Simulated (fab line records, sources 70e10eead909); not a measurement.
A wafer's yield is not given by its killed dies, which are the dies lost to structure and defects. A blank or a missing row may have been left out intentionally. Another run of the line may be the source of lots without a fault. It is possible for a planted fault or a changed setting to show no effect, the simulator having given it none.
Chamber matching / flow nand harc / cmp-01 running NHARC_A_M0_CMP_23: 4 sister chambers
The step polishes, t overpolish 20 s, target thk 113.75 nm. 4 wafers are shown with their chamber, then 10 later ones without.

== EACH WAFER AND ITS CHAMBER ==
wafer=L082.5; chamber=3; motor current A (A)=11.6
wafer=L087.3; chamber=1; motor current A (A)=10.3
wafer=L086.1; chamber=2; motor current A (A)=11.7
wafer=L086.3; chamber=0; motor current A (A)=11.1

== WAFERS MISSING THEIR CHAMBER ==
wafer=L086.4; motor current A (A)=10.5
wafer=L088.2; motor current A (A)=11.1
wafer=L088.5; motor current A (A)=11.2
wafer=L088.6; motor current A (A)=9.7
wafer=L092.2; motor current A (A)=11.4
wafer=L092.4; motor current A (A)=12.3
wafer=L092.6; motor current A (A)=10.8
wafer=L096.1; motor current A (A)=11.5
wafer=L096.4; motor current A (A)=11.1
wafer=L096.6; motor current A (A)=11.8

== WHICH CHAMBER EACH WENT THROUGH ==
wafer=L086.4; from the rows above=can't be placed: 1 or 0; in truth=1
wafer=L088.2; from the rows above=can't be placed: 0 or 3 or 2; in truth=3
wafer=L088.5; from the rows above=can't be placed: 0 or 3 or 2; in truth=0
wafer=L088.6; from the rows above=1; in truth=1
wafer=L092.2; from the rows above=can't be placed: 3 or 2 or 0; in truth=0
wafer=L092.4; from the rows above=can't be placed: 2 or 3 or 0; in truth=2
wafer=L092.6; from the rows above=can't be placed: 0 or 1 or 3 or 2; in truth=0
wafer=L096.1; from the rows above=can't be placed: 3 or 2 or 0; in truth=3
wafer=L096.4; from the rows above=can't be placed: 0 or 3 or 2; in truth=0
wafer=L096.6; from the rows above=can't be placed: 2 or 3 or 0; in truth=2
Correctly placed: 1 of 10. Not placeable from these rows: 9 (in 9, the candidates include the true chamber). Number placed wrongly: 0.
How it was worked out, from the rows above alone: a wafer's distance from a chamber is the root of the sum, over the readings, of the square of ((its reading less the chamber's mean) divided by the reading's scatter). If the next closest chamber is less than 2 further off than the closest, the wafer can't be placed; otherwise it belongs to the closest. Each chamber's mean is taken over the wafers shown for it. The scatter (one wafer shown for each chamber): square how far every hidden wafer sits from the nearest shown wafer, average those squares and take the square root.
